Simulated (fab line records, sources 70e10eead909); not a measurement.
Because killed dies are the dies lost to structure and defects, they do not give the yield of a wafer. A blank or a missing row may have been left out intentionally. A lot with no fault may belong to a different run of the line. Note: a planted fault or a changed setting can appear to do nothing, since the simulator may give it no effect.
fab line records + flow nandHarc
record:
- lots: 5
- wafers: 15
- lastDay: 24
route steps=1159 shown P_GATE@170 END@1159
lots that met no fault: taken from a fault-free run of the same line
startH: hours from the record's opening day to when the first of the lot's shown wafers began + waitH: hours from the lot's prior step to this one + " as in the row above + L1.1+2: a row that stands for several wafers + - no value, or no start was given + * or withheld: withheld + < > ~ a bound
route shown NAME@n: names a module that has steps shown in the file, with the first one's number in the route + usual: the fault-free wafers' mean and standard deviation + same: alike in all rows + chamber/n: place in a boat + sites: the reading at each site + _std_site: the standard deviation of these + _edge_site: the outer-site mean with the inner-site mean subtracted + radiusMm: how far each site lies from the wafer's centre + mask NAME#n: copy n + behind: the tool/chamber that last shaped the wafer + hold: the reason the lot was held/the length of the hold in hours/how it ended + device: the transistor (n, p or np) that didn't switch + end of line: tests of these same wafers at the route's end + a step without rows: its recipe alone + killed: dies lost to structure and defects at the first sort, not the wafer's yield + map: per-die view of a wafer (x killed, . not killed, _ where there is no die)
set.NAME: the setting the step ran with; set.NAME@STEP: the setting that earlier step ran with + model.NAME: the simulator's own value behind a step, which no gauge read
certain route steps with their lots: each step a table, each wafer a row
services: a tool's chamber out of use, with start hour (startH, from the record's first day; less than 0 if before it), hours out, and reason
== steps ==
step: NHARC_P_GATE_CD_MEAS_46
recipe:
- targetCdNm: 720
- landingEnergyEv: 500
usual:
- cdNm: 719.8/1.8
| lot.wafer | tool     | chamber | startH | waitH | cdNm  |
|-----------|----------|---------|--------|-------|-------|
| L853.1    | cdSem-03 | 0       | 100.13 | -     | 718.9 |
| L853.3    | "        | 0       | "      | "     | 722.4 |
| L853.6    | "        | 0       | "      | "     | 721.3 |
| L855.1    | cdSem-01 | 0       | 116.03 | -     | 720.6 |
| L855.3    | "        | 0       | "      | "     | 722.7 |
| L855.6    | "        | 0       | "      | "     | 722.6 |
| L864.1    | cdSem-01 | 0       | 178.73 | -     | 717.0 |
| L864.2    | "        | 0       | "      | "     | 717.9 |
| L864.6    | "        | 0       | "      | "     | 718.4 |
| L867.2    | cdSem-03 | 0       | 185.96 | -     | 721.1 |
| L867.3    | "        | 0       | "      | "     | 721.8 |
| L867.6    | "        | 0       | "      | "     | 719.3 |
| L876.3    | cdSem-01 | 0       | 234.33 | -     | 717.1 |
| L876.5    | "        | 0       | "      | "     | 718.1 |
| L876.6    | "        | 0       | "      | "     | 718.6 |
step: NHARC_P_GATE_HARDBAKE_47
recipe:
- tempC: 125
- timeS: 80
step: NHARC_P_GATE_DESCUM_48
recipe:
- timeS: 3
- o2FlowSccm: 200
- arFlowSccm: 0
- biasPowerW: 0
- chemistry: O2
usual:
- drypumpMotorCurrentA: 5.9/0.42
- oesProductAu: 1.002/0.0073
- rfVppV: 57.8/0.81
- showerheadPlenumPTorr: 1.90/0.077
- throttleValvePct: 11.310/0.0087
| lot.wafer | tool       | chamber | startH | waitH | drypumpMotorCurrentA | oesProductAu | rfHoursCounterH | rfVppV | showerheadPlenumPTorr | throttleValvePct |
|-----------|------------|---------|--------|-------|----------------------|--------------|-----------------|--------|-----------------------|------------------|
| L853.3    | rieDiel-03 | 2       | 100.31 | -     | 6.2                  | 1.003        | 9               | 57.7   | 1.80                  | 11.323           |
| L853.1    | "          | 3       | "      | "     | 6.5                  | 1.008        | 9               | 57.8   | 1.91                  | 11.321           |
| L853.6    | "          | 1       | "      | "     | 5.7                  | 0.995        | -               | 59.6   | 2.02                  | 11.309           |
| L855.3    | rieDiel-08 | 0       | 116.20 | -     | 6.0                  | 1.000        | 55              | 58.0   | 2.00                  | 11.311           |
| L855.1    | "          | 1       | "      | "     | 5.8                  | 0.999        | 63              | 57.2   | 1.93                  | 11.302           |
| L855.6    | "          | 0       | "      | "     | 6.0                  | 0.998        | -               | 58.1   | 2.00                  | 11.298           |
| L864.2    | rieDiel-03 | 1       | 178.94 | -     | 5.7                  | 1.005        | 23              | 58.0   | 2.01                  | 11.317           |
| L864.1    | "          | 3       | "      | "     | 6.5                  | 1.000        | 24              | 57.4   | 1.90                  | 11.310           |
| L864.6    | "          | 1       | "      | "     | 5.7                  | 0.992        | -               | 58.6   | 2.01                  | 11.312           |
| L867.3    | rieDiel-03 | 1       | 186.13 | -     | 5.7                  | 0.990        | 24              | 57.9   | 2.01                  | 11.326           |
| L867.2    | "          | 3       | "      | "     | 6.5                  | 1.007        | 25              | 59.4   | 1.90                  | 11.319           |
| L867.6    | "          | 0       | "      | "     | 6.0                  | 0.994        | -               | 58.9   | 1.91                  | 11.311           |
| L876.3    | rieDiel-03 | 2       | 234.51 | -     | 6.1                  | 0.994        | 2               | 57.1   | 1.79                  | 11.310           |
| L876.6    | "          | 0       | "      | "     | 6.0                  | 1.003        | -               | 58.7   | 1.90                  | 11.312           |
| L876.5    | "          | 1       | "      | "     | 5.7                  | 1.008        | -               | 58.2   | 2.01                  | 11.311           |
step: NHARC_P_GATE_IMPLANT_49
recipe:
- energyKev: 30
- doseCm2: 3e+15
- tiltDeg: 7
step: NHARC_P_GATE_STRIP_111
recipe:
- powerW: 1500
- tempC: 110
- timeS: 250
- chemistry: N2/H2
usual:
- drypumpMotorCurrentA: 5.6/0.42
- heaterPowerW: 81/7.2
| lot.wafer | tool           | chamber | startH | waitH | drypumpMotorCurrentA | heaterPowerW | rfHoursCounterH |
|-----------|----------------|---------|--------|-------|----------------------|--------------|-----------------|
| L853.1    | plasmaAsher-02 | 0       | 101.76 | 0.7   | 5.1                  | 76           | 33              |
| L853.3    | "              | 1       | "      | "     | 6.0                  | 73           | -               |
| L853.6    | "              | 0       | "      | "     | 5.1                  | 76           | -               |
| L855.1    | plasmaAsher-02 | 1       | 116.56 | 0.2   | 6.0                  | 74           | 40              |
| L855.3    | "              | 0       | "      | "     | 5.1                  | 76           | -               |
| L855.6    | "              | 1       | "      | "     | 6.0                  | 75           | -               |
| L864.1    | plasmaAsher-02 | 1       | 179.30 | 0.2   | 6.0                  | 72           | 62              |
| L864.2    | "              | 0       | "      | "     | 5.1                  | 77           | 62              |
| L864.6    | "              | 1       | "      | "     | 6.0                  | 74           | -               |
| L867.2    | plasmaAsher-01 | 0       | 186.49 | 0.2   | 6.0                  | 91           | 26              |
| L867.3    | "              | 0       | "      | "     | 6.0                  | 90           | -               |
| L867.6    | "              | 0       | "      | "     | 6.0                  | 90           | -               |
| L876.3    | plasmaAsher-02 | 0       | 235.07 | 0.3   | 5.1                  | 75           | -               |
| L876.6    | "              | 1       | "      | "     | 6.0                  | 73           | -               |
| L876.5    | "              | 0       | "      | "     | 5.1                  | 74           | -               |
step: NHARC_P_GATE_STRIP_75
recipe:
- powerW: 1500
- tempC: 250
- chemistry: O2
usual:
- drypumpMotorCurrentA: 5.6/0.43
- heaterPowerW: 304/27
| lot.wafer | tool           | chamber | startH | waitH | drypumpMotorCurrentA | heaterPowerW | rfHoursCounterH |
|-----------|----------------|---------|--------|-------|----------------------|--------------|-----------------|
| L853.1    | plasmaAsher-02 | 0       | 102.02 | 0.2   | 5.1                  | 285          | 34              |
| L853.3    | "              | 1       | "      | "     | 6.0                  | 270          | -               |
| L853.6    | "              | 0       | "      | "     | 5.1                  | 288          | -               |
| L855.1    | plasmaAsher-02 | 1       | 116.86 | 0.2   | 6.0                  | 271          | 40              |
| L855.3    | "              | 0       | "      | "     | 5.1                  | 283          | -               |
| L855.6    | "              | 1       | "      | "     | 6.0                  | 278          | -               |
| L864.1    | plasmaAsher-02 | 1       | 179.60 | 0.3   | 6.0                  | 273          | 62              |
| L864.2    | "              | 0       | "      | "     | 5.1                  | 290          | 62              |
| L864.6    | "              | 1       | "      | "     | 6.0                  | 270          | -               |
| L867.2    | plasmaAsher-01 | 0       | 186.79 | 0.3   | 6.1                  | 339          | 27              |
| L867.3    | "              | 0       | "      | "     | 6.1                  | 336          | -               |
| L867.6    | "              | 0       | "      | "     | 6.1                  | 332          | -               |
| L876.3    | plasmaAsher-02 | 0       | 235.25 | 0.1   | 5.1                  | 282          | -               |
| L876.6    | "              | 1       | "      | "     | 6.0                  | 271          | -               |
| L876.5    | "              | 0       | "      | "     | 5.1                  | 285          | -               |
step: NHARC_P_GATE_STRIP_50
recipe:
- timeS: 900
- tempC: 130
- chemistry: SPM
step: NHARC_P_GATE_DEHYDRATE_51
recipe:
- tempC: 150
- timeS: 120
step: NHARC_P_GATE_HMDS_52
recipe:
- timeS: 30
step: NHARC_P_GATE_COAT_53
recipe:
- spinRpm: 3000
step: NHARC_P_GATE_SOFTBAKE_54
recipe:
- tempC: 122
- timeS: 95
step: NHARC_P_GATE_EBR_55
step: NHARC_P_GATE_EXPOSE_56
recipe:
- na: 0.6
- targetCdNm: 720
- doseMj: 14.81
- maskId: P_PSD
| lot.wafer  | tool          | chamber | startH | waitH | mask       |
|------------|---------------|---------|--------|-------|------------|
| L853.1+3+6 | krfScanner-03 | 0       | 102.78 | -     | P_PSD#0    |
| L855.1+3+6 | krfScanner-04 | 0       | 117.62 | -     | P_PSD#0    |
| L864.1+2+6 | krfScanner-03 | 0       | 180.42 | -     | P_PSD_R1#0 |
| L867.2+3+6 | krfScanner-04 | 0       | 187.44 | -     | P_PSD#0    |
| L876.3+5+6 | krfScanner-02 | 0       | 235.87 | -     | P_PSD#0    |
step: NHARC_P_GATE_PEB_57
recipe:
- pebTempC: 118
- pebTimeS: 85
step: NHARC_P_GATE_DEVELOP_58
recipe:
- timeS: 70
step: NHARC_P_GATE_CD_MEAS_59
recipe:
- targetCdNm: 720
- landingEnergyEv: 500
usual:
- cdNm: 719.5/1.4
| lot.wafer | tool     | chamber | startH | waitH | cdNm  |
|-----------|----------|---------|--------|-------|-------|
| L853.1    | cdSem-03 | 0       | 102.94 | -     | 719.1 |
| L853.3    | "        | 0       | "      | "     | 719.5 |
| L853.6    | "        | 0       | "      | "     | 719.0 |
| L855.1    | cdSem-01 | 0       | 117.78 | -     | 716.2 |
| L855.3    | "        | 0       | "      | "     | 717.5 |
| L855.6    | "        | 0       | "      | "     | 716.6 |
| L864.1    | cdSem-02 | 0       | 180.59 | -     | 700.9 |
| L864.2    | "        | 0       | "      | "     | 699.5 |
| L864.6    | "        | 0       | "      | "     | 699.9 |
| L867.2    | cdSem-02 | 0       | 187.60 | -     | 717.8 |
| L867.3    | "        | 0       | "      | "     | 718.8 |
| L867.6    | "        | 0       | "      | "     | 717.8 |
| L876.3    | cdSem-03 | 0       | 236.02 | -     | 719.5 |
| L876.5    | "        | 0       | "      | "     | 718.4 |
| L876.6    | "        | 0       | "      | "     | 718.2 |
step: NHARC_P_GATE_HARDBAKE_60
recipe:
- tempC: 125
- timeS: 80
step: NHARC_END_SORT_01
recipe:
- tempC: 25
usual:
- killedAtArray: 27/11
- killedAtOther: 0.8/1.4
- killedAtPeriphery: 3.3/2
- killedDies: 31/11
- killedOpen: 3.4/1.8
- killedShort: 2.1/1.3
same:
- grossDies: 677
| lot.wafer | tool      | chamber | startH | waitH | killedAtArray | killedAtOther | killedAtPeriphery | killedDies | killedOpen | killedShort |
|-----------|-----------|---------|--------|-------|---------------|---------------|-------------------|------------|------------|-------------|
| L864.1    | prober-01 | 0       | 506.66 | 2.5   | 16            | 1             | 7                 | 24         | 6          | 2           |
| L864.2    | prober-01 | 0       | 507.45 | 2.8   | 19            | 1             | 2                 | 22         | 4          | 3           |
| L864.6    | prober-01 | 0       | 510.64 | 4.0   | 8             | 1             | 7                 | 16         | 3          | 3           |
| L867.6    | prober-01 | 0       | 520.01 | 4.1   | 35            | 0             | 2                 | 37         | 4          | 3           |
killed by level:class
L864.1 P_BONDPAD:chamberFilmFlake=5 A_STAIRCASE:chamberFilmFlake=3 A_SGD_CUT:chamberFilmFlake=3 P_CONTACT:geometricParticle:open=2 A_M0:geometricParticle:open=2 A_CHANNEL_HOLE_D1:chamberFilmFlake=2 A_CONTACT:chamberFilmFlake=2 A_WL_FILL:geometricParticle:short=1
L864.2 A_CHANNEL_HOLE_D1:chamberFilmFlake=5 A_STAIRCASE:chamberFilmFlake=3 A_CHANNEL_FILL_D1:chamberFilmFlake=2 A_CONTACT:chamberFilmFlake=2 P_M1:geometricParticle:short=1 A_ONON_D1:geometricParticle:open=1 A_CHANNEL_FILL_D1:geometricParticle:short=1 A_WL_FILL:geometricParticle:open=1
L864.6 P_BONDPAD:chamberFilmFlake=4 A_CHANNEL_FILL_D1:chamberFilmFlake=2 P_GATE:geometricParticle:short=1 P_CONTACT:geometricParticle:short=1 P_M0:geometricParticle:open=1 A_SLIT:geometricParticle:open=1 A_CONTACT:geometricParticle:open=1 A_M0:geometricParticle:short=1
L867.6 A_CHANNEL_HOLE_D1:chamberFilmFlake=19 A_SLIT:chamberFilmFlake=9 A_CONTACT:geometricParticle:open=2 A_CONTACT:chamberFilmFlake=2 P_M0:geometricParticle:open=1 P_M0:geometricParticle:short=1 A_ONON_D1:geometricParticle:open=1 A_CHANNEL_FILL_D1:geometricParticle:short=1
== services ==
| tool           | chamber | startH | hours | kind      |
|----------------|---------|--------|-------|-----------|
| plasmaAsher-01 | -       | 83.96  | 9.6   | repair    |
| rieDiel-03     | 0       | 96.30  | -     | clean     |
| rieDiel-03     | 1       | 96.30  | -     | clean     |
| plasmaAsher-01 | -       | 99.57  | 9.0   | pm        |
| krfScanner-02  | -       | 105.78 | 9.3   | repair    |
| rieDiel-08     | -       | 124.80 | 9.0   | pm        |
| krfScanner-04  | -       | 126.00 | 4.0   | pm        |
| krfScanner-02  | -       | 139.46 | 0.8   | repair    |
| plasmaAsher-01 | -       | 144.59 | 3.6   | repair    |
| krfScanner-04  | -       | 147.54 | 2.3   | repair    |
| rieDiel-03     | 2       | 167.77 | 5.8   | repair    |
| krfScanner-03  | -       | 168.00 | 4.0   | pm        |
| rieDiel-03     | -       | 177.99 | 0.4   | repair    |
| rieDiel-03     | -       | 180.99 | 1.2   | repair    |
| plasmaAsher-02 | -       | 183.07 | 9.0   | pm        |
| plasmaAsher-02 | 0       | 183.07 | 9.0   | ventCycle |
| plasmaAsher-02 | 1       | 183.07 | 9.0   | ventCycle |
| plasmaAsher-02 | 0       | 192.07 | -     | clean     |
| plasmaAsher-02 | 1       | 192.07 | -     | clean     |
| krfScanner-03  | -       | 201.92 | 2.1   | repair    |
| krfScanner-02  | -       | 210.00 | 4.0   | pm        |
| rieDiel-03     | -       | 215.30 | 9.0   | pm        |
| krfScanner-02  | -       | 220.95 | 0.6   | repair    |
| krfScanner-02  | -       | 232.90 | 1.9   | repair    |
== key ==
firstSign:
- step: NHARC_P_GATE_EXPOSE_56
- reading: mask
- direction: changed
effect:
- step: NHARC_P_GATE_CD_MEAS_59
- reading: cdNm
- direction: down
- sigmas: 13
- usual: 719.5
- struck: 700.1
metAt NHARC_P_GATE_EXPOSE_56
struckWafers L864.1,L864.2,L864.6
testerLeftOut L864
onsetBetween 102.78 180.42
fault:
- kind: wrongMask
- tool: any
- chamber: -
- onsetH: 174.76
- steps: NHARC_P_GATE_EXPOSE_56
- auxCopy: P_PSD_R1#0
- cdOffsetNm: -20.047
- scope: struckLotsOnly
testerLeftOut: of these lots the tester's yield and bins aren't shown, on N5 and GAA mostly nor the transistor test; their killed dies are dies lost to structure and defects alone, not to doping, threshold or leakage, so they don't give the yield
